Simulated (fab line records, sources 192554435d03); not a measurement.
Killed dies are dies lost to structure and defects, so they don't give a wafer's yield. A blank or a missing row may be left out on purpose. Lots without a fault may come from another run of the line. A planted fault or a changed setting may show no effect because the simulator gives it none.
Chamber matching | flow n5_finfet | N5_BEOL_M0_SAQP_PECVD_00 on pecvd-02: 3 sister chambers
The step deposits SiCN from 3MS/NH3, target thk 8 nm, time 14 s. 14 wafers are shown with their chamber, then 7 later ones without.

WAFERS WITH THEIR CHAMBER
wafer  | chamber | throttle_valve_pct (%) | showerhead_plenum_p_Torr (Torr)
L077.2 | 2       | 8.7                    | 3.685
L077.4 | 1       | 9.6                    | 3.660
L077.6 | 0       | 8.3                    | 3.675
L082.2 | 2       | 8.6                    | 3.687
L082.4 | 0       | 8.6                    | 3.685
L082.5 | 2       | 8.7                    | 3.688
L083.1 | 1       | 9.3                    | 3.670
L083.3 | 2       | 8.7                    | 3.689
L083.4 | 0       | 8.1                    | 3.695
L085.2 | 1       | 9.9                    | 3.678
L085.3 | 2       | 8.9                    | 3.691
L085.6 | 2       | 8.5                    | 3.691
L087.1 | 1       | 9.5                    | 3.662
L087.5 | 2       | 8.7                    | 3.688

SIGNATURES (means of the wafers above)
reading                  | chamber 0 | chamber 1 | chamber 2 | scatter within a chamber
throttle_valve_pct       | 8.333     | 9.575     | 8.686     | 0.191
showerhead_plenum_p_Torr | 3.68500   | 3.66750   | 3.68843   | 0.00626
Rule: a wafer's distance from a chamber is the root of the sum, over the readings, of the square of ((its reading less the chamber's mean) divided by the reading's scatter). The wafer belongs to the nearest chamber; if the next one is less than 2 further off, it can't be placed. The scatter: the root of (the sum of the squares of (reading less its chamber's mean) over the shown wafers, divided by (wafers less chambers)).

WAFERS WITHOUT THEIR CHAMBER
wafer  | throttle_valve_pct (%) | showerhead_plenum_p_Torr (Torr)
L087.6 | 8.7                    | 3.688
L091.2 | 8.9                    | 3.683
L091.5 | 9.4                    | 3.657
L091.6 | 8.6                    | 3.688
L095.2 | 8.8                    | 3.691
L095.4 | 9.6                    | 3.659
L095.5 | 8.6                    | 3.682

WHICH CHAMBER EACH WENT THROUGH
wafer  | from the rows above     | in truth
L087.6 | can't be placed: 2 or 0 | 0
L091.2 | can't be placed: 2 or 0 | 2
L091.5 | 1                       | 1
L091.6 | can't be placed: 2 or 0 | 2
L095.2 | can't be placed: 2 or 0 | 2
L095.4 | 1                       | 1
L095.5 | can't be placed: 2 or 0 | 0
Placed correctly: 2 of 7. Can't be placed from these rows: 5 (the true chamber is among the candidates in 5). Placed wrongly: 0.
